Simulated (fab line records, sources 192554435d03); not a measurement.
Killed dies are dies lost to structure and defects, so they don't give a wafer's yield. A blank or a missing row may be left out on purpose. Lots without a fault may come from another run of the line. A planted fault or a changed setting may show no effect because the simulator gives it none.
Split-lot experiment | flow n5_finfet | 7 lots, 39 wafers read, on a route of 1938 steps

THE SPLIT
At N5_BEOL_M4_DESCUM_33 (chemistry O2, time 7 s), the setting time_s was moved away from the recipe's 7 s on 15 of the 39 wafers read, by -58.9% to +50.7%. The other wafers ran this setting at the recipe's value.

The file shows no step between the split and the reading.

THE READING
CAR-EUV_of_BEOL_M4_COAT_22.thk_nm (the simulator's own value, which no gauge read), in nm, at N5_BEOL_M4_ETCH_77 (etches underlayer in N2/H2, target depth 6.5 nm, time 5.2 s). The file gives no usual value for it. The 24 wafers here that ran the recipe average 20.4 nm, standard deviation 0.099 nm.

wafer  | tool, chamber at the split | time_s as run, s | against the recipe | CAR-EUV_of_BEOL_M4_COAT_22.thk_nm, nm | against lot-mates on the recipe
L080.1 | rie_diel-02, 0,3,1         | 7                | recipe             | 20.4                                  | -
L080.2 | rie_diel-02, 2,0,1         | 7                | recipe             | 20.4                                  | -
L080.3 | rie_diel-02, 0,3,1         | 7                | recipe             | 20.4                                  | -
L080.4 | rie_diel-02, 0,3,1         | 7                | recipe             | 20.4                                  | -
L080.6 | rie_diel-02, 2,0,1         | 7                | recipe             | 20.4                                  | -
L080.5 | rie_diel-02, 2,0,1         | 7                | recipe             | 20.2                                  | -
L082.1 | rie_diel-02, 1,3,2         | 7                | recipe             | 20.2                                  | -
L082.3 | rie_diel-02, 1,3,2         | 7                | recipe             | 20.2                                  | -
L082.2 | rie_diel-02, 1,3,2         | 7                | recipe             | 20.4                                  | -
L082.4 | rie_diel-02, 3,2           | 10.55            | +50.7%             | 18.6                                  | -1.7
L082.6 | rie_diel-02, 1             | 10.55            | +50.7%             | 18.6                                  | -1.7
L082.5 | rie_diel-02, 3,2           | 10.55            | +50.7%             | 18.4                                  | -1.9
L081.1 | rie_diel-02, 1,0,2         | 10.44            | +49.1%             | 18.6                                  | -1.9
L081.3 | rie_diel-02, 1,0,2         | 10.44            | +49.1%             | 18.6                                  | -1.9
L081.4 | rie_diel-02, 1,0,2         | 10.44            | +49.1%             | 18.6                                  | -1.9
L081.2 | rie_diel-02, 3             | 7                | recipe             | 20.6                                  | -
L081.5 | rie_diel-02, 2,3           | 7                | recipe             | 20.4                                  | -
L081.6 | rie_diel-02, 2,3           | 7                | recipe             | 20.4                                  | -
L084.1 | rie_diel-04, 0,1,2         | 4.347            | -37.9%             | 21.8                                  | +1.3
L084.4 | rie_diel-04, 0,1,2         | 4.347            | -37.9%             | 21.8                                  | +1.3
L084.6 | rie_diel-04, 0,1,2         | 4.347            | -37.9%             | 21.8                                  | +1.3
L084.2 | rie_diel-04, 2,3,1         | 7                | recipe             | 20.4                                  | -
L084.5 | rie_diel-04, 2,3,1         | 7                | recipe             | 20.4                                  | -
L084.3 | rie_diel-04, 2,3,1         | 7                | recipe             | 20.6                                  | -
L087.1 | rie_diel-04, 1             | 5.356            | -23.5%             | 21.2                                  | +0.8
L087.2 | rie_diel-04, 0             | 5.356            | -23.5%             | 21.2                                  | +0.8
L087.3 | rie_diel-04, 3             | 7                | recipe             | 20.4                                  | -
L087.4 | rie_diel-04, 3,1           | 7                | recipe             | 20.4                                  | -
L087.5 | rie_diel-04, 3,1           | 7                | recipe             | 20.4                                  | -
L087.6 | rie_diel-04, 0             | 5.356            | -23.5%             | 21                                    | +0.6
L088.1 | rie_diel-01, 2             | 7                | recipe             | 20.4                                  | -
L088.5 | rie_diel-01, 2,3           | 7                | recipe             | 20.4                                  | -
L088.6 | rie_diel-01, 2,3           | 7                | recipe             | 20.4                                  | -
L090.1 | rie_diel-02, 0,2,1         | 7                | recipe             | 20.4                                  | -
L090.2 | rie_diel-02, 0,2,1         | 7                | recipe             | 20.4                                  | -
L090.3 | rie_diel-02, 3,1           | 2.879            | -58.9%             | 22.6                                  | +2.3
L090.4 | rie_diel-02, 0,2,1         | 7                | recipe             | 20.2                                  | -
L090.5 | rie_diel-02, 0             | 2.879            | -58.9%             | 22.4                                  | +2.1
L090.6 | rie_diel-02, 3,1           | 2.879            | -58.9%             | 22.4                                  | +2.1
Where a row lists several chambers, the file gives one row for several wafers and doesn't say which wafer went through which chamber.

THE FIT
A straight line over all 39 wafers: CAR-EUV_of_BEOL_M4_COAT_22.thk_nm changes by -0.036 nm for each +1% of time_s; r = -1.00; the points scatter about the line by 0.098 nm.
The same after taking each lot's own level away (the mean of its wafers on the recipe; 39 wafers): -0.0357 nm for each +1%; r = -1.00; scatter 0.091 nm.
On that fit, the largest move of time_s shifts the reading by 2.1 nm.
The lots' own levels span 20.27 to 20.47 nm, that is 2.0 times the standard deviation above.
So the lot-to-lot level changes the slope little: the two slopes agree.
Check: with one of the wafers moved furthest among these (-58.9%) left out of the fit, the line predicts +2.07 nm for it against its lot-mates. It came out at +2.27 nm against them.

OTHER SPLITS ON THESE WAFERS
These wafers also went through other splits before the reading. Each is held against what the fit with the lots' levels taken away leaves over:
other split on the same wafers     | wafers away from the commonest value | r with CAR-EUV_of_BEOL_M4_COAT_22.thk_nm (lot level and that fit taken away)
N5_FIN_SAQP_ETCH_65 time_s         | 9                                    | +0.19
N5_BEOL_M1_ILD_DEP_00 target_thk_a | 9                                    | +0.06
N5_BEOL_M2_DESCUM_33 time_s        | 9                                    | +0.11

THE WHOLE CHAIN: every reading that the file lists as answering this split, in the file's order
step                 | what it does                                                | reading                                                                            | change (the file's fit)                | r (the file's)
N5_BEOL_M4_DESCUM_33 | chemistry O2, time 7 s                                      | CAR-EUV_of_BEOL_M4_COAT_22.thk_nm (the simulator's own value, which no gauge read) | -0.0352 nm for each +1% of the setting | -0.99
N5_BEOL_M4_ETCH_77   | etches underlayer in N2/H2, target depth 6.5 nm, time 5.2 s | CAR-EUV_of_BEOL_M4_COAT_22.thk_nm (the simulator's own value, which no gauge read) | -0.0357 nm for each +1% of the setting | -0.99

THE FILE'S OWN FIT
CAR-EUV_of_BEOL_M4_COAT_22.thk_nm changes by -0.0357 nm for each +1% of time_s, r = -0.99.
